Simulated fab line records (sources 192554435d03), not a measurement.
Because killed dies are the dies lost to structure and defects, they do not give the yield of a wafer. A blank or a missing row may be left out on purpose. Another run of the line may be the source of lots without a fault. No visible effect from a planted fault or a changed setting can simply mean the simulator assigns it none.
A struck lot beside a sound one | flow n5_finfet | 15 out of 1938 route steps
Sound: wafers L228.1, L228.3, L228.6. Struck: wafer L222.4; the same lot's L222.2 was not struck, so it is left out; see the end for the cause.
For every step that has rows: the tool of each side, followed by ch and its chambers, followed by its first start. Under that, the readings that differ: sound wafers | struck wafers | difference of the means | sigmas: that difference in standard deviations of wafers without a fault.
alike: readings with means less than 2 such deviations apart, plus words and numbers identical on both sides. not compared: withheld readings, readings lacking a value on some wafer, bounds such as >300 that could conceal the same value, and numbers that have no deviation in the record and whose values overlap.
The two part at a step that has a row with sigmas, a row that says differs or no value, or rows on one side only. Non-overlapping numbers with no deviation appear without sigmas and do not part them. Lack of a reading on every wafer of one side parts them only where that side has two or more wafers.

first, 5 steps without rows for these wafers: N5_BEOL_M10_EBR_24; N5_BEOL_M10_SOFTBAKE_23 (time 60 s); N5_BEOL_M10_EXPOSE_25 (exposes mask V9); N5_BEOL_M10_PEB_26 (peb time 60 s); N5_BEOL_M10_DEVELOP_27 (develop time 30 s).
N5_BEOL_M10_CD_MEAS_28: the cd target is 70 nm.
  sound on cd_sem-02 ch 0, day 15 11:31; struck on cd_sem-03 ch 0, day 13 18:26
  alike: cd_nm
N5_BEOL_M10_OVL_MEAS_29:
  sound on overlay-01 ch 0, day 15 11:33; struck on overlay-01 ch 0, day 13 18:28
  alike: V9_OVL
N5_BEOL_M10_INSPECT_30: inspects for defects (brightfield).
  struck on defect_inspect-01, day 13 18:29; sound on defect_inspect-02, day 15 11:34
  alike: raw_defect_count
N5_BEOL_M10_DESCUM_33: chemistry O2, time 7.9 s.
  sound on rie_diel-02 ch 0,3, day 15 11:37; struck on rie_diel-06 ch 2, day 13 19:13
  alike: bias_power_w, drypump_motor_current_A, oes_product_au, rf_vpp_V, showerhead_plenum_p_Torr, throttle_valve_pct
  not compared: rf_hours_counter_h
N5_BEOL_M10_ETCH_65: etches SiARC in CF4, target depth 39 nm, time 65 s.
  sound on rie_diel-02 ch 0,3, day 15 11:38; struck on rie_diel-06 ch 2, day 13 19:16
  alike: drypump_motor_current_A, etch_rf_on_time_s, oes_product_au, rf_vpp_V, showerhead_plenum_p_Torr, throttle_valve_pct
  not compared: rf_hours_counter_h
N5_BEOL_M10_ETCH_66: etches SOC in N2/H2, target depth 120 nm, overetch 24 nm, time 180 s.
  sound on rie_diel-02 ch 0,3, day 15 11:41; struck on rie_diel-06 ch 2, day 13 19:19
  reading      | sound             | struck | difference | sigmas
  rf_vpp_V (V) | 526.4 525.2 526.3 | 522.1  | -3.9       | -2
  alike: drypump_motor_current_A, n2_flow_sccm, oes_product_au, run_length_s, showerhead_plenum_p_Torr, throttle_valve_pct
  not compared: rf_hours_counter_h
then, 1 step without rows for these wafers: N5_BEOL_M10_STRIP_69 (strips in N2/H2).
N5_BEOL_M10_VIA_ETCH_34: etches SiCOH lowk in C4F6/O2, target depth 184.5 nm, time 69.2 s.
  sound on rie_diel-02 ch 0,3, day 15 11:49; struck on rie_diel-06 ch 2, day 13 19:26
  reading                                   | sound             | struck | difference | sigmas
  run_length_s (s)                          | 92.1 92.2 92.3    | 103.7  | +11.5      | +24
  model.etch.depth_nm (nm)                  | 182.9 184.6 182.4 | 211.9  | +28.6      |
  model.SOC_of_BEOL_M10_COAT_63.thk_nm (nm) | 92.4 91.8 92.2    | 91     | -1         |
  alike: O2_flow_sccm, drypump_motor_current_A, oes_product_au, rf_vpp_V, showerhead_plenum_p_Torr, throttle_valve_pct
  not compared: rf_hours_counter_h
then, 2 steps without rows for these wafers: N5_BEOL_M10_STRIP_73 (strips in C4F6/O2); N5_PASSIVATION_PROBE_49.

## WHERE THEY PART
First at N5_BEOL_M10_ETCH_66; last, within this record, at N5_BEOL_M10_VIA_ETCH_34.

WHY: what had been put in by the simulator
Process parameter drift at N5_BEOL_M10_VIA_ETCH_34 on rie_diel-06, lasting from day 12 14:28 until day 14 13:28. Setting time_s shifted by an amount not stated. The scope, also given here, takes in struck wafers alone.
